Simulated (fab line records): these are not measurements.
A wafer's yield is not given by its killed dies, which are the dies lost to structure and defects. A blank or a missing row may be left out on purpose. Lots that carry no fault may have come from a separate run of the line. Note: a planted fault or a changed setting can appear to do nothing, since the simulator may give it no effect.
A lot that was struck, set against a sound lot    flow n5-finfet    39 steps out of a route of 1938
Sound: the wafers L535.1, L535.2, L535.6. Wafers L548.2, L548.4 were the ones struck. The cause is named last.
At each step with rows: each side's tool, then ch and its chambers, then its first start. Under that, the readings that differ: sound wafers    struck wafers    difference of the means    sigmas: that difference in standard deviations of wafers without a fault.
alike: same words and numbers on both sides, and readings whose means sit less than 2 such deviations apart. not compared: any withheld reading, any reading some wafer has no value for, any bound like >300 that may hide the same value, and any number with overlapping values for which the record gives no deviation.
The two part at a step that has a row with sigmas, a row that says differs or no value, or rows on one side only. When numbers do not overlap yet have no deviation, they are printed without sigmas and do not part them. A reading missing from all wafers of one side parts the sides only when that side holds two or more wafers.

first, 9 steps without rows for these wafers: N5_FIN_CUT_COAT_02 (resist thk 30 nm); N5_FIN_CUT_EBR_04; N5_FIN_CUT_SOFTBAKE_03 (time 60 s); N5_FIN_CUT_EXPOSE_05 (exposes mask FIN CUT); N5_FIN_CUT_PEB_06 (peb time 60 s); N5_FIN_CUT_DEVELOP_07 (develop time 30 s); N5_FIN_CUT_DESCUM_13 (chemistry O2, time 7 s); N5_FIN_CUT_ETCH_30 (etches underlayer in N2/H2, target depth 13 nm, time 10.4 s); N5_FIN_CUT_ETCH_20 (etches SiARC in CF4, target depth 26 nm, time 43.3 s).
N5_FIN_CUT_ETCH_21: etches SOC in N2/H2, target depth 219 nm, overetch 43.8 nm, time 523.5 s.
  sound on rie-diel-06 ch 0,1,3, day 3 02:38; struck on rie-diel-06 ch 0,2, day 6 11:23
reading                                     sound              struck       difference  sigmas
run-length-s (s)                            547.0 546.9 546.8  492.5 491.8  -54.8       -99 or more
model.SiARC_of_FIN_CUT_COAT_19.thk-nm (nm)  12 12.2 12         12.8 12.8    +0.7        
model.FIN_CUT.cd-offset-nm (nm)             0 -0.4 -0.4        -0.6 -0.6    -0.3        
  alike: drypump-motor-current-A, oes-product-au, rf-vpp-V, showerhead-plenum-p-Torr, throttle-valve-pct
  not compared: rf-hours-counter-h
then, 4 steps without rows for these wafers: N5_FIN_CUT_STRIP_23 (strips in N2/H2); N5_FIN_CUT_STRIP_31 (strips in N2/H2); N5_FIN_CUT_STRIP_24 (strips in CF4); N5_FIN_CUT_CUT_ETCH_26 (etches SiNx in CH3F/O2, target depth 39 nm, time 55.7 s).
N5_FIN_CUT_CUT_ETCH_27: etches SiO2 in CHF3/O2, target depth 4 nm, overetch 2 nm, time 4.9 s.
  sound on rie-diel-06 ch 0,1,3, day 3 03:01; struck on rie-diel-06 ch 0,2, day 6 11:47
  alike: drypump-motor-current-A, oes_ar_750_au, oes_o_777_au, oes-product-au, rf-vpp-V, showerhead-plenum-p-Torr, throttle-valve-pct
  not compared: rf-hours-counter-h, model.FIN_CUT.cd-offset-nm
then, 22 steps without rows for these wafers: N5_FIN_CUT_PRECLEAN_35 (cleans in vHF, time 13.3 s); N5_FIN_CUT_CUT_ETCH_15 (etches Si in HBr/Cl2/O2, target depth 100 nm, bt time 10 s, time 42.4 s); N5_FIN_CUT_CUT_ETCH_28 (etches Si in HBr/Cl2/O2, target depth 6 nm, time 2.4 s); N5_FIN_CUT_STRIP_22 (strips in N2/H2); N5_FIN_CUT_PRECLEAN_36 (cleans in O3/DIW, time 60 s); N5_FIN_CUT_SRD_32 (time 30 s); N5_FIN_CUT_UV_OZONE_34 (time 120 s); N5_STI_FIN_REVEAL_ALD_00 (deposits SiO2, target thk 1 nm, pulse time 1 s); N5_STI_FIN_REVEAL_ALD_14 (deposits Si3N4, target thk 3 nm); N5_STI_FIN_REVEAL_FCVD_FILL_01 (material SiO2 flowable, target thk 312 nm, time 512.2 s); N5_STI_FIN_REVEAL_DENSIFY_02 (time 1800 s); N5_STI_FIN_REVEAL_CMP_04 (polishes, stops on Si3N4, t overpolish 4 s, target thk 131.83 nm); N5_STI_FIN_REVEAL_DENSIFY_30; N5_STI_FIN_REVEAL_ETCHBACK_08 (etches SiO2 in C4F6/O2, target depth 30.5 nm, time 10.167 s); N5_STI_FIN_REVEAL_STRIP_24 (strips in N2/H2, time 90 s); N5_STI_FIN_REVEAL_PRECLEAN_25 (cleans in SPM, time 90 s); N5_STI_FIN_REVEAL_PRECLEAN_26 (cleans in SC1, time 45 s); N5_STI_FIN_REVEAL_PRECLEAN_29 (cleans in DHF, time 30 s); N5_STI_FIN_REVEAL_SRD_12 (time 30 s); N5_STI_FIN_REVEAL_RECESS_09 (chemistry HF/NH3, target SiO2, afs cycles 11, target depth 42.5 nm, sublimation time 60 s); N5_STI_FIN_REVEAL_STRIP_16 (strips SiNx in H3PO4, target depth 23.8 nm); N5_STI_FIN_REVEAL_PRECLEAN_17 (cleans in NF3:NH3, afs cycles 1, time 20 s, sublimation time 60 s).
-- record jumps: 6 days separate the struck wafers' starts on either side; left off in module STI_FIN_REVEAL, taken up again in module BEOL_M4, whose first shown step is the route's number 1111 --
N5_BEOL_M4_RC_MEAS_101:
  sound on prober-02 ch 0, day 8 17:06; struck on prober-02 ch 0, day 12 04:51
reading         sound              struck       difference  sigmas
DIBL_P (mV/V)   35.7 33.5 34.1     39.8 37.9    +4.4        +3
IOFF_N (nA/um)  0.148 0.115 0.125  0.212 0.167  +0.060      +3
IOFF_P (nA/um)  0.185 0.155 0.163  0.239 0.207  +0.055      +2
ION_N (uA/um)   678 662 663        690 691      +23         +3
ION_P (uA/um)   458 454 454        469 469      +14         +3
SS_N (mV/dec)   70.9 70.6 70.7     72.2 71.4    +1.1        +2
VT_N (mV)       247.4 253.5 253.1  244.8 246.9  -5.5        -2
  alike: DIBL_N, SS_P, VT_P
-- a jump in the record: the struck wafers' starts before and after are 4 days apart (it breaks off in module BEOL_M4 and resumes in module PASSIVATION, where the first step shown is number 1936 of the route) --
N5_PASSIVATION_PROBE_49:
  record: rows for the struck wafers here (prober-02, day 16 10:05), none for the sound ones

WHERE THEY PART
Last at N5_PASSIVATION_PROBE_49 as far as this record goes, first at N5_FIN_CUT_ETCH_21.

WHY: what the simulator had put in
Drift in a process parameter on rie-diel-06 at N5_FIN_CUT_ETCH_21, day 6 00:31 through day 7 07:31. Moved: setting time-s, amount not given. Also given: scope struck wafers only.
